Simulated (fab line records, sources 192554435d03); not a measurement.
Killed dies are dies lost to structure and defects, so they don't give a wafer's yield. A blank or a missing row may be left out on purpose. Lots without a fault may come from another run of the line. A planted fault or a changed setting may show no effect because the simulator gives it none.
One fault seen from 2 desks | flow n5_finfet | each desk has only its own numbers; what lay behind them comes last

THE TOOL OWNER'S DESK: cvd_co-02
The tool's own readings at N5_BEOL_M3_CO_CAP_55 (material Co, precursor CCTBA/H2, target thk 2 nm, time 102.1 s): means of the sampled wafers that have a number, for each lot that ran on this tool. A lot is out of limits, marked OUT, if its mean lies more than 4 standard deviations from the usual mean; the brackets give that distance.
Columns: A = heater_power_w at N5_BEOL_M3_CO_CAP_55, usual 239 W; B = run_length_s at N5_BEOL_M3_CO_CAP_55, usual 124.9 s
lot  | first seen here | A   | B
L851 | day 9 20:40     | 257 | 124.6
L854 | day 10 13:15    | 243 | 105.2 (-52) OUT
L858 | day 11 16:24    | 264 | 84.8 (-99 or more) OUT
This desk's finding: out of limits on L854, L858; first on L854, day 10 13:15 (run_length_s at N5_BEOL_M3_CO_CAP_55). In limits: L851.

THE METROLOGY DESK
What the gauges read, lot by lot, whatever tool the lot ran on: means of the sampled wafers that have a number. A lot is out of limits, marked OUT, if its mean lies more than 4 standard deviations from the usual mean; the brackets give that distance. Of its 11 readings 7 are shown: those that lie furthest out on some lot.
Columns: A = M3_THK at N5_BEOL_M3_THK_MEAS_53, usual 39.5 nm; B = DIBL_N at N5_BEOL_M4_RC_MEAS_101, usual 36.3 mV/V; C = IOFF_N at N5_BEOL_M4_RC_MEAS_101, usual 0.160 nA/um; D = IOFF_P at N5_BEOL_M4_RC_MEAS_101, usual 0.210 nA/um; E = ION_P at N5_BEOL_M4_RC_MEAS_101, usual 462 uA/um; F = SS_P at N5_BEOL_M4_RC_MEAS_101, usual 73.4 mV/dec; G = VT_P at N5_BEOL_M4_RC_MEAS_101, usual -250.1 mV
lot  | first seen here | A    | B    | C     | D     | E   | F    | G
L846 | day 8 11:17     | 39.6 | 36.9 | 0.170 | 0.208 | 462 | 73.3 | -249.0
L851 | day 9 20:35     | 39.1 | 37.7 | 0.176 | 0.224 | 466 | 73.7 | -250.3
L854 | day 10 13:08    | 41.1 | 35.9 | 0.161 | 0.226 | 466 | 72.5 | -249.2
L858 | day 11 16:17    | 42.5 | 38.5 | 0.189 | 0.259 | 468 | 73.5 | -245.9
L868 | day 14 08:28    | 38.6 | 36.0 | 0.190 | 0.210 | 451 | 73.3 | -252.9
L867 | day 14 12:55    | 39.9 | 35.6 | 0.164 | 0.210 | 468 | 73.1 | -248.3
This desk's finding: nothing out of limits on any of the 6 lots.

PUT TOGETHER
The tool owner's desk could have raised an alarm at day 10 13:15, on L854, L858.
The metrology desk saw nothing out of limits.
The metrology desk has L854, L858 on record, within its limits.
Of the lots named, all ran N5_BEOL_M3_CO_CAP_55 on cvd_co-02.

WHAT THE SIMULATOR HAD PUT IN
Process parameter drift: cvd_co-02, from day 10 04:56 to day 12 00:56, at N5_BEOL_M3_CO_CAP_55. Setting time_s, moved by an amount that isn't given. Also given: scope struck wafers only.
Lots struck among those shown: L854, L858.
Hours from the fault's start to each desk's first reading out of limits: the tool owner's desk, 8.
